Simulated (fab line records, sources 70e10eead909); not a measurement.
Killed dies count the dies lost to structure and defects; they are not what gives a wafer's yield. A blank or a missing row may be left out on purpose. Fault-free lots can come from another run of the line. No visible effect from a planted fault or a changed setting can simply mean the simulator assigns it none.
Matching of chambers    flow nand harc    4 sister chambers for NHARC_A_CONTACT_ETCH_48 on rie diel-07
The step etches the open film in CF4, target depth 39 nm, time 65 s. 33 wafers are shown with their chamber, then 12 later ones without.

== WAFERS, EACH WITH ITS CHAMBER ==
wafer   chamber  showerhead plenum p Torr (Torr)  rf vpp V (V)  oes product au (a.u.)
L075.1  3        1.65                             148.8         0.990
L075.4  2        1.64                             149.9         1.009
L075.5  0        1.87                             152.6         0.998
L077.2  2        1.64                             149.7         1.023
L077.4  2        1.64                             150.1         1.018
L077.6  1        1.80                             151.3         0.998
L076.1  1        1.80                             152.0         0.986
L076.4  3        1.65                             150.4         0.995
L076.6  2        1.64                             151.0         1.000
L081.2  2        1.91                             152.4         0.994
L081.5  3        1.64                             149.6         1.011
L081.6  0        1.86                             152.6         1.015
L084.1  3        1.65                             148.8         1.003
L084.3  2        1.91                             153.5         0.996
L084.4  1        1.80                             151.1         1.008
L085.4  1        1.80                             153.0         0.999
L085.5  1        1.80                             151.7         0.988
L085.6  0        1.86                             152.4         1.008
L091.1  0        1.86                             153.2         1.010
L091.3  2        1.91                             153.5         0.999
L091.5  1        1.80                             151.4         1.000
L090.4  1        1.80                             151.4         0.998
L090.5  1        1.80                             153.0         1.010
L090.6  2        1.91                             153.6         1.004
L087.1  0        1.86                             152.1         1.003
L087.4  1        1.80                             152.3         1.002
L087.6  1        1.80                             152.3         0.998
L089.1  1        1.80                             150.7         0.994
L089.3  2        1.91                             153.9         0.993
L089.6  2        1.91                             151.6         0.988
L093.1  3        1.64                             150.6         1.001
L093.2  2        1.91                             153.3         1.008
L093.6  3        1.64                             150.8         1.003

SIGNATURES, as means of the wafers listed above
reading                   chamber 0  chamber 1  chamber 2  chamber 3  scatter within a chamber
showerhead plenum p Torr  1.8620     1.8000     1.8118     1.6450     0.08
rf vpp V                  152.580    151.836    152.045    149.833    1.13
oes product au            1.00680    0.99827    1.00291    1.00050    0.00856
Rule: distance of a wafer from a chamber = root of the sum over the readings of ((wafer's reading minus chamber's mean) / reading's scatter) squared. The wafer belongs to the nearest chamber; if the next one is less than 2 further off, it can't be placed. The scatter is the square root of a quotient: the sum, over the shown wafers, of each reading's squared deviation from its chamber's mean, divided by wafers minus chambers.

== WAFERS WITHOUT THEIR CHAMBER ==
wafer   showerhead plenum p Torr (Torr)  rf vpp V (V)  oes product au (a.u.)
L092.2  1.64                             148.8         1.001
L092.5  1.90                             152.6         1.000
L092.6  1.64                             149.4         0.991
L095.1  1.90                             154.5         1.002
L095.2  1.64                             150.1         0.991
L095.4  1.80                             151.1         0.998
L094.3  1.80                             151.4         1.006
L094.4  1.90                             153.0         1.002
L094.6  1.90                             153.6         1.005
L097.1  1.90                             152.2         0.989
L097.4  1.80                             153.3         0.997
L097.5  1.90                             152.6         0.999

== THE CHAMBER EACH PASSED THROUGH ==
wafer   from the rows above                in truth
L092.2  3                                  3
L092.5  can't be placed: 0 or 2 or 1       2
L092.6  can't be placed: 3 or 1            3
L095.1  can't be placed: 0 or 2 or 1       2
L095.2  can't be placed: 3 or 1 or 2       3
L095.4  can't be placed: 1 or 2 or 0 or 3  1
L094.3  can't be placed: 2 or 1 or 0 or 3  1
L094.4  can't be placed: 0 or 2 or 1       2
L094.6  can't be placed: 0 or 2 or 1       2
L097.1  can't be placed: 1 or 2 or 0       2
L097.4  can't be placed: 1 or 2 or 0       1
L097.5  can't be placed: 0 or 2 or 1       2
Placed correctly: 1 of 12. Can't be placed from these rows: 11 (the true chamber is among the candidates in 11). 0 placed wrongly.
